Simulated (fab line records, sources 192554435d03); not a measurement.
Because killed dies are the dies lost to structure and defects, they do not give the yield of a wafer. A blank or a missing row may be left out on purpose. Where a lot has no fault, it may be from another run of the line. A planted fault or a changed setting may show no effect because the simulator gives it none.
Which tool is to blame? + flow n5_finfet + Sampling: 14 lots, 42 wafers, 4 of 1938 route steps

## WHAT THE GAUGES SHOWED, per wafer
The record lacks any reading of a measuring or inspecting step that a usual standard deviation could be used to judge.

## EACH LOT AND THE TOOL THAT RAN IT (in order: tool; ch and the chambers of the sampled wafers; start)
| lot  | N5_BEOL_M0_SAQP_ALD_48            | N5_BEOL_M0_SAQP_STRIP_75           | N5_BEOL_M0_CUTY_EXPOSE_54          | N5_BEOL_M0_HM_OPEN_105            |
|------|-----------------------------------|------------------------------------|------------------------------------|-----------------------------------|
| L659 | ald_sin-01 ch 1,2, day 6 01:52    | rie_diel-03 ch 0,1,2, day 6 02:29  | arfi_scanner-01 ch 0, day 6 02:46  | rie_metal-01 ch 0,1, day 6 04:05  |
| L660 | ald_sin-01 ch 2,3, day 6 13:47    | rie_diel-05 ch 0,1,3, day 6 14:27  | arfi_scanner-02 ch 0, day 6 14:44  | rie_metal-01 ch 0,1, day 6 15:35  |
| L662 | ald_sin-04 ch 0,1,3, day 7 02:17  | rie_diel-01 ch 1,2, day 7 02:55    | arfi_scanner-01 ch 0, day 7 03:11  | rie_metal-01 ch 0,1, day 7 03:43  |
| L663 | ald_sin-04 ch 0,1,2, day 7 08:10  | rie_diel-03 ch 1,2,3, day 7 08:48  | arfi_scanner-03 ch 0, day 7 09:04  | rie_metal-02 ch 0, day 7 09:35    |
| L664 | ald_sin-01 ch 2,3, day 7 14:05    | rie_diel-05 ch 0,1,3, day 7 14:53  | arfi_scanner-02 ch 0, day 7 15:10  | rie_metal-02 ch 0,1, day 7 18:14  |
| L667 | ald_sin-04 ch 0,1,2, day 8 03:52  | rie_diel-01 ch 0,2,3, day 8 04:30  | arfi_scanner-02, day 8 04:46       | -                                 |
| L668 | ald_sin-02 ch 0,2,3, day 8 17:13  | rie_diel-03 ch 0,1,2, day 8 17:51  | arfi_scanner-02, day 8 18:00       | -                                 |
| L672 | ald_sin-04 ch 1,3, day 9 08:42    | rie_diel-05 ch 0,1, day 9 09:20    | arfi_scanner-01 ch 0, day 9 09:29  | rie_metal-01 ch 0,1, day 9 10:05  |
| L674 | ald_sin-01 ch 0,1, day 10 00:30   | rie_diel-05 ch 0,1, day 10 01:20   | arfi_scanner-03 ch 0, day 10 01:37 | rie_metal-02 ch 1, day 10 03:13   |
| L675 | ald_sin-01 ch 1,3, day 10 07:49   | rie_diel-05 ch 0,1,2, day 10 08:26 | arfi_scanner-02 ch 0, day 10 08:44 | rie_metal-01 ch 0,1, day 10 10:15 |
| L677 | ald_sin-04 ch 0,2,3, day 11 00:38 | rie_diel-03 ch 1,2, day 11 01:16   | arfi_scanner-01 ch 0, day 11 01:24 | rie_metal-02 ch 0,1, day 11 09:47 |
| L678 | ald_sin-04 ch 0,1,2, day 11 02:22 | rie_diel-05 ch 1,2,3, day 11 03:03 | arfi_scanner-01 ch 0, day 11 03:11 | rie_metal-01 ch 0,1, day 11 09:36 |
| L679 | ald_sin-01 ch 0,2,3, day 11 08:01 | rie_diel-05 ch 0,2,3, day 11 08:40 | arfi_scanner-01 ch 0, day 11 08:49 | rie_metal-03 ch 0,1, day 11 13:17 |
| L680 | ald_sin-04 ch 0,1, day 11 13:09   | rie_diel-01 ch 0,1,3, day 11 13:47 | arfi_scanner-03 ch 0, day 11 14:03 | rie_metal-03 ch 0,1, day 11 14:35 |
- N5_BEOL_M0_SAQP_ALD_48: deposits SiO2, target thk 20 nm, pulse time 1 s, co reactant pulse time 1 s.
- N5_BEOL_M0_SAQP_STRIP_75: strips in CF4.
- N5_BEOL_M0_CUTY_EXPOSE_54: exposes mask M0 ABLK.
- N5_BEOL_M0_HM_OPEN_105: chemistry Cl2/BCl3, target TiN, target depth 12 nm.

## AS READ BY THE TOOLS THEMSELVES (means over the sampled wafers that have a number; for cases with no such wafer, the mark the record gives instead)
N5_BEOL_M0_SAQP_ALD_48. Usual: heater_power_w 79 W, standard deviation 7.7; precursor_pulse_height_rel 0.999, standard deviation 0.02.
| lot  | tool       | heater_power_w (W) | precursor_pulse_height_rel | flag |
|------|------------|--------------------|----------------------------|------|
| L659 | ald_sin-01 | 72                 | 0.992                      |      |
| L660 | ald_sin-01 | 80                 | 0.997                      |      |
| L662 | ald_sin-04 | 81                 | 1.002                      |      |
| L663 | ald_sin-04 | 82                 | 0.996                      |      |
| L664 | ald_sin-01 | 78                 | 0.981                      |      |
| L667 | ald_sin-04 | 80                 | 0.988                      |      |
| L668 | ald_sin-02 | 72                 | 0.999                      |      |
| L672 | ald_sin-04 | 88                 | 0.993                      |      |
| L674 | ald_sin-01 | 75                 | 0.997                      |      |
| L675 | ald_sin-01 | 76                 | 0.999                      |      |
| L677 | ald_sin-04 | 80                 | 0.987                      |      |
| L678 | ald_sin-04 | 82                 | 0.984                      |      |
| L679 | ald_sin-01 | 81                 | 1.016                      |      |
| L680 | ald_sin-04 | 83                 | 1.010                      |      |

N5_BEOL_M0_SAQP_STRIP_75. Usual: drypump_motor_current_A 5.8 A, standard deviation 0.39; oes_product_au 0.183 a.u., standard deviation 0.016; rf_vpp_V 271.4 V, standard deviation 1; showerhead_plenum_p_Torr 1.80 Torr, standard deviation 0.033; throttle_valve_pct 13.6 %, standard deviation 0.31.
| lot  | tool        | drypump_motor_current_A (A) | oes_product_au (a.u.) | rf_vpp_V (V) | showerhead_plenum_p_Torr (Torr) | throttle_valve_pct (%) | flag |
|------|-------------|-----------------------------|-----------------------|--------------|---------------------------------|------------------------|------|
| L659 | rie_diel-03 | 6.0                         | 0.176                 | 272.0        | 1.81                            | 13.4                   |      |
| L660 | rie_diel-05 | 5.8                         | 0.179                 | 271.1        | 1.80                            | 13.9                   |      |
| L662 | rie_diel-01 | 5.7                         | 0.199                 | 270.3        | 1.78                            | 13.3                   |      |
| L663 | rie_diel-03 | 5.9                         | 0.184                 | 272.4        | 1.83                            | 13.4                   |      |
| L664 | rie_diel-05 | 5.8                         | 0.172                 | 271.2        | 1.80                            | 14.0                   |      |
| L667 | rie_diel-01 | 5.5                         | 0.178                 | 271.2        | 1.80                            | 13.5                   |      |
| L668 | rie_diel-03 | 5.9                         | 0.176                 | 270.8        | 1.80                            | 13.5                   |      |
| L672 | rie_diel-05 | 5.9                         | 0.165                 | 271.0        | 1.78                            | 13.9                   |      |
| L674 | rie_diel-05 | 6.0                         | 0.174                 | 270.8        | 1.80                            | 13.9                   |      |
| L675 | rie_diel-05 | 5.6                         | 0.183                 | 271.3        | 1.80                            | 13.6                   |      |
| L677 | rie_diel-03 | 5.7                         | 0.169                 | 271.8        | 1.82                            | 13.6                   |      |
| L678 | rie_diel-05 | 5.5                         | 0.181                 | 270.6        | 1.81                            | 13.7                   |      |
| L679 | rie_diel-05 | 5.4                         | 0.178                 | 271.4        | 1.79                            | 13.7                   |      |
| L680 | rie_diel-01 | 5.5                         | 0.193                 | 271.2        | 1.81                            | 13.4                   |      |

N5_BEOL_M0_CUTY_EXPOSE_54. Usual: exposure_dose_mJ_cm2 36.04, standard deviation 0.13; focus_offset_nm 0.0 nm, standard deviation 0.53.
| lot  | tool            | exposure_dose_mJ_cm2 | focus_offset_nm (nm) | flag |
|------|-----------------|----------------------|----------------------|------|
| L659 | arfi_scanner-01 | 35.99                | -0.3                 |      |
| L660 | arfi_scanner-02 | 35.95                | 0.5                  |      |
| L662 | arfi_scanner-01 | 35.99                | -0.1                 |      |
| L663 | arfi_scanner-03 | 36.27                | -0.4                 |      |
| L664 | arfi_scanner-02 | 35.91                | 0.0                  |      |
| L667 | arfi_scanner-02 | -                    | -                    | OFF  |
| L668 | arfi_scanner-02 | -                    | -                    | OFF  |
| L672 | arfi_scanner-01 | 35.93                | 0.1                  |      |
| L674 | arfi_scanner-03 | 36.24                | 0.5                  |      |
| L675 | arfi_scanner-02 | 35.90                | 0.4                  |      |
| L677 | arfi_scanner-01 | 36.02                | 0.4                  |      |
| L678 | arfi_scanner-01 | 36.01                | 0.0                  |      |
| L679 | arfi_scanner-01 | 36.04                | 0.1                  |      |
| L680 | arfi_scanner-03 | 36.27                | -0.5                 |      |

N5_BEOL_M0_HM_OPEN_105. Usual: drypump_motor_current_A 6.00 A, standard deviation 0.22; oes_ar_750_au 0.72 a.u., standard deviation 0.11; oes_product_au 0.73 a.u., standard deviation 0.12; throttle_valve_pct 22.11 %, standard deviation 0.24.
| lot  | tool         | drypump_motor_current_A (A) | oes_ar_750_au (a.u.) | oes_product_au (a.u.) | throttle_valve_pct (%) | flag |
|------|--------------|-----------------------------|----------------------|-----------------------|------------------------|------|
| L659 | rie_metal-01 | 6.19                        | 0.74                 | 0.74                  | 21.98                  |      |
| L660 | rie_metal-01 | 5.95                        | 0.69                 | 0.69                  | 21.98                  |      |
| L662 | rie_metal-01 | 6.16                        | 0.74                 | 0.73                  | 21.99                  |      |
| L663 | rie_metal-02 | 6.07                        | 0.61                 | 0.62                  | 22.44                  |      |
| L664 | rie_metal-02 | 5.93                        | 0.69                 | 0.69                  | 22.15                  |      |
| L672 | rie_metal-01 | 5.94                        | 0.68                 | 0.68                  | 21.99                  |      |
| L674 | rie_metal-02 | 5.81                        | 0.72                 | 0.73                  | 22.01                  |      |
| L675 | rie_metal-01 | 5.94                        | 0.68                 | 0.67                  | 21.97                  |      |
| L677 | rie_metal-02 | 5.91                        | 0.80                 | 0.81                  | 22.05                  |      |
| L678 | rie_metal-01 | 6.15                        | 0.72                 | 0.72                  | 22.01                  |      |
| L679 | rie_metal-03 | 5.89                        | 0.93                 | 0.93                  | 22.05                  |      |
| L680 | rie_metal-03 | 5.92                        | 0.93                 | 0.93                  | 22.03                  |      |

## THE ANSWER, worked out from the rows above alone
Rule: a lot is off if the mean of its wafers that have a number lies more than 3 standard deviations from the usual mean. Also off: a lot with no number at a reading for which 4 or more lots have one. All remaining lots with rows at the step are treated as sound. First the gauges in route order, then the tools' own readings, where a lot's mean is used as printed above. The first step at which some lot is off is used, and at that step the reading that is off furthest; a lot without a number counts as furthest.
Off, at N5_BEOL_M0_CUTY_EXPOSE_54 on exposure_dose_mJ_cm2: L667, L668. Without a number there: L667, L668.
If a tool, at that step or one of the process steps before it, ran each lot that is off and ran no sound lot following the first of them, it fits. Not one of the candidates tried fits.

## WHAT THE SIMULATOR HAD PUT IN
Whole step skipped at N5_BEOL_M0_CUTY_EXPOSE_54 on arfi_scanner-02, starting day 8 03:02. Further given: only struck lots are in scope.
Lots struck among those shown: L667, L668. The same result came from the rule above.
